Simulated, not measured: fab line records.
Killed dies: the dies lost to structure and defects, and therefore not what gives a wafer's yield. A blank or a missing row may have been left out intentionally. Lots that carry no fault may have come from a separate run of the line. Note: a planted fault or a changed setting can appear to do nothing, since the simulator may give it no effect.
Matching of chambers / flow n5_finfet / N5_BEOL_M2_ETCH_77 on rie_diel-03: 4 sister chambers
The step etches underlayer in N2/H2, target depth 6.5 nm, time 5.2 s. 18 wafers are shown with their chamber, then 9 later ones without.

## WAFERS PAIRED WITH THEIR CHAMBERS
wafer=L074.2; chamber=2; drypump_motor_current_A (A)=4.8; showerhead_plenum_p_Torr (Torr)=2.51; throttle_valve_pct (%)=17.55
wafer=L074.3; chamber=0; drypump_motor_current_A (A)=5.0; showerhead_plenum_p_Torr (Torr)=2.59; throttle_valve_pct (%)=17.88
wafer=L074.4; chamber=1; drypump_motor_current_A (A)=6.5; showerhead_plenum_p_Torr (Torr)=2.43; throttle_valve_pct (%)=18.30
wafer=L076.1; chamber=2; drypump_motor_current_A (A)=4.8; showerhead_plenum_p_Torr (Torr)=2.51; throttle_valve_pct (%)=17.57
wafer=L076.2; chamber=3; drypump_motor_current_A (A)=6.5; showerhead_plenum_p_Torr (Torr)=2.70; throttle_valve_pct (%)=17.43
wafer=L076.5; chamber=0; drypump_motor_current_A (A)=5.0; showerhead_plenum_p_Torr (Torr)=2.59; throttle_valve_pct (%)=17.88
wafer=L077.1; chamber=1; drypump_motor_current_A (A)=6.6; showerhead_plenum_p_Torr (Torr)=2.42; throttle_valve_pct (%)=18.31
wafer=L077.2; chamber=2; drypump_motor_current_A (A)=4.8; showerhead_plenum_p_Torr (Torr)=2.51; throttle_valve_pct (%)=17.60
wafer=L077.3; chamber=3; drypump_motor_current_A (A)=6.5; showerhead_plenum_p_Torr (Torr)=2.70; throttle_valve_pct (%)=17.43
wafer=L078.3; chamber=0; drypump_motor_current_A (A)=5.0; showerhead_plenum_p_Torr (Torr)=2.59; throttle_valve_pct (%)=17.91
wafer=L078.5; chamber=0; drypump_motor_current_A (A)=5.0; showerhead_plenum_p_Torr (Torr)=2.59; throttle_valve_pct (%)=17.90
wafer=L078.6; chamber=3; drypump_motor_current_A (A)=6.5; showerhead_plenum_p_Torr (Torr)=2.69; throttle_valve_pct (%)=17.47
wafer=L080.2; chamber=2; drypump_motor_current_A (A)=4.8; showerhead_plenum_p_Torr (Torr)=2.51; throttle_valve_pct (%)=17.59
wafer=L080.4; chamber=1; drypump_motor_current_A (A)=6.6; showerhead_plenum_p_Torr (Torr)=2.42; throttle_valve_pct (%)=18.31
wafer=L080.5; chamber=2; drypump_motor_current_A (A)=4.8; showerhead_plenum_p_Torr (Torr)=2.51; throttle_valve_pct (%)=17.58
wafer=L079.1; chamber=0; drypump_motor_current_A (A)=5.0; showerhead_plenum_p_Torr (Torr)=2.59; throttle_valve_pct (%)=17.91
wafer=L079.4; chamber=1; drypump_motor_current_A (A)=6.6; showerhead_plenum_p_Torr (Torr)=2.42; throttle_valve_pct (%)=18.32
wafer=L079.6; chamber=1; drypump_motor_current_A (A)=6.6; showerhead_plenum_p_Torr (Torr)=2.42; throttle_valve_pct (%)=18.28

SIGNATURES, as means of the wafers listed above
reading=drypump_motor_current_A; chamber 0=5.000; chamber 1=6.580; chamber 2=4.800; chamber 3=6.500; scatter within a chamber=0.0239
reading=showerhead_plenum_p_Torr; chamber 0=2.5900; chamber 1=2.4220; chamber 2=2.5100; chamber 3=2.6967; scatter within a chamber=0.00324
reading=throttle_valve_pct; chamber 0=17.8960; chamber 1=18.3040; chamber 2=17.5780; chamber 3=17.4433; scatter within a chamber=0.0177
Rule: for each reading, subtract the chamber's mean from the wafer's reading, divide by that reading's scatter and square the result; add these up over the readings and take the root, which gives the wafer's distance from the chamber. The wafer belongs to the nearest chamber; if the next one is less than 2 further off, it can't be placed. How the scatter is found: for the shown wafers, subtract from each reading the mean of its chamber, square and add these, divide the total by (wafers less chambers), then take the root.

## WAFERS MISSING THEIR CHAMBER
wafer=L083.2; drypump_motor_current_A (A)=6.6; showerhead_plenum_p_Torr (Torr)=2.42; throttle_valve_pct (%)=18.35
wafer=L083.5; drypump_motor_current_A (A)=5.0; showerhead_plenum_p_Torr (Torr)=2.59; throttle_valve_pct (%)=17.92
wafer=L083.6; drypump_motor_current_A (A)=6.5; showerhead_plenum_p_Torr (Torr)=2.69; throttle_valve_pct (%)=17.45
wafer=L089.2; drypump_motor_current_A (A)=6.5; showerhead_plenum_p_Torr (Torr)=2.68; throttle_valve_pct (%)=17.48
wafer=L089.3; drypump_motor_current_A (A)=4.8; showerhead_plenum_p_Torr (Torr)=2.50; throttle_valve_pct (%)=17.61
wafer=L089.6; drypump_motor_current_A (A)=6.6; showerhead_plenum_p_Torr (Torr)=2.41; throttle_valve_pct (%)=18.33
wafer=L093.1; drypump_motor_current_A (A)=4.8; showerhead_plenum_p_Torr (Torr)=2.49; throttle_valve_pct (%)=17.64
wafer=L093.3; drypump_motor_current_A (A)=5.0; showerhead_plenum_p_Torr (Torr)=2.57; throttle_valve_pct (%)=17.95
wafer=L093.5; drypump_motor_current_A (A)=5.0; showerhead_plenum_p_Torr (Torr)=2.57; throttle_valve_pct (%)=17.98

## WHICH CHAMBER EACH ONE RAN IN
wafer=L083.2; from the rows above=1; in truth=1
wafer=L083.5; from the rows above=0; in truth=0
wafer=L083.6; from the rows above=3; in truth=3
wafer=L089.2; from the rows above=3; in truth=3
wafer=L089.3; from the rows above=2; in truth=2
wafer=L089.6; from the rows above=1; in truth=1
wafer=L093.1; from the rows above=2; in truth=2
wafer=L093.3; from the rows above=0; in truth=0
wafer=L093.5; from the rows above=0; in truth=0
Correctly placed: 9 of 9. Can't be placed from these rows: 0. Placed wrongly: 0.
